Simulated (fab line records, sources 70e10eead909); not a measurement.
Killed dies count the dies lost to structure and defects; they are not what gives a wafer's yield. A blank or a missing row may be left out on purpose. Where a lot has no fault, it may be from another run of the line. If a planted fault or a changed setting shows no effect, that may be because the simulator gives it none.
Problem report in the 8D (eight disciplines) form, filled by code    flow nand-harc    the parts of the form that need people (team, actions taken, sign-off) are left out

1. WHAT WENT WRONG
thk-nm at NHARC_A_ONON_D1_THK_MEAS_30 reads a mean of 1573 nm on 9 wafers of 3 lots; wafers without a fault read 1001 nm with a standard deviation of 7.5. That is +76 standard deviations from the usual mean.
The step: measures by ellipsometry.
First seen on wafer L685.4, day 11 13:43, on film-metro-02. At this step, 42 wafers from 14 lots have a number in the record. The rule behind "out" and "out of limits": a value lying over 4 standard deviations away from the usual mean. The rest of the wafers with a number are treated as sound.

2. WHAT IT IS; WHAT IT IS NOT
question                     is                            is not
which readings at this step  thk-nm                        -
which lots                   L685, L686, L687              L678, L679, L680, L682, L691, L693, L696, L697, L698, L699, L700
which wafers of those lots   all that have a number        -
read on which gauges         film-metro-01, film-metro-02  -
when                         from day 11 13:43             up to then (12 sound wafers); but 21 sound wafers of L691, L693, L696, L697, L698, L699, L700 came after

3. WHAT RULES OUT EACH SUSPECT
Counting: a tool at a process step up to the reading stays a suspect if it ran every lot that is out and no sound lot after the first of them.
- the gauge at NHARC_A_ONON_D1_THK_MEAS_30 has been ruled out. 2 gauges (film-metro-01, film-metro-02) read the wafers that are out.
- pecvd-onon-02 at NHARC_A_ONON_D1_DEP_28 (target thk 1000 nm): ruled out as a lasting fault. The sound lots L697, L700 went through it after L685, its earliest lot that is out (day 11 13:23).
Left after counting: nothing in the record.

4. THE CAUSE (what the simulator had put in)
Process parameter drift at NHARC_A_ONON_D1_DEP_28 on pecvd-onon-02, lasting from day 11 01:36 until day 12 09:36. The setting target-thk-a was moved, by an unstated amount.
Counting ruled it out, wrongly: the rule takes a fault to strike every lot that its tool runs from its start on, and this one did not.

5. THE CHAIN OF EFFECTS, in route order
Each row: a reading where the mean over the struck wafers with a number is more than 3 standard deviations away from the usual. Scope: only readings with a usual standard deviation given in the record; hours: median across lots of the time from each lot's start at the first step in this table that gives one to its start at this step; sigmas: change in usual standard deviations.
hours  step                         reading          usual    on struck wafers  change  sigmas
0      NHARC_A_ONON_D1_THK_MEAS_30  thk-nm           1001 nm  1573              +572    +76
393    NHARC_END_SORT_01            killed-at-array  59       670               +611    +29
393    NHARC_END_SORT_01            killed-dies      64       677               +613    +29

6. HOW IT WOULD HAVE BEEN CAUGHT EARLIER
In this record the first reading out of limits at a measuring or inspecting step was taken at day 11 13:43, 12 hours after the fault began at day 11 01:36.
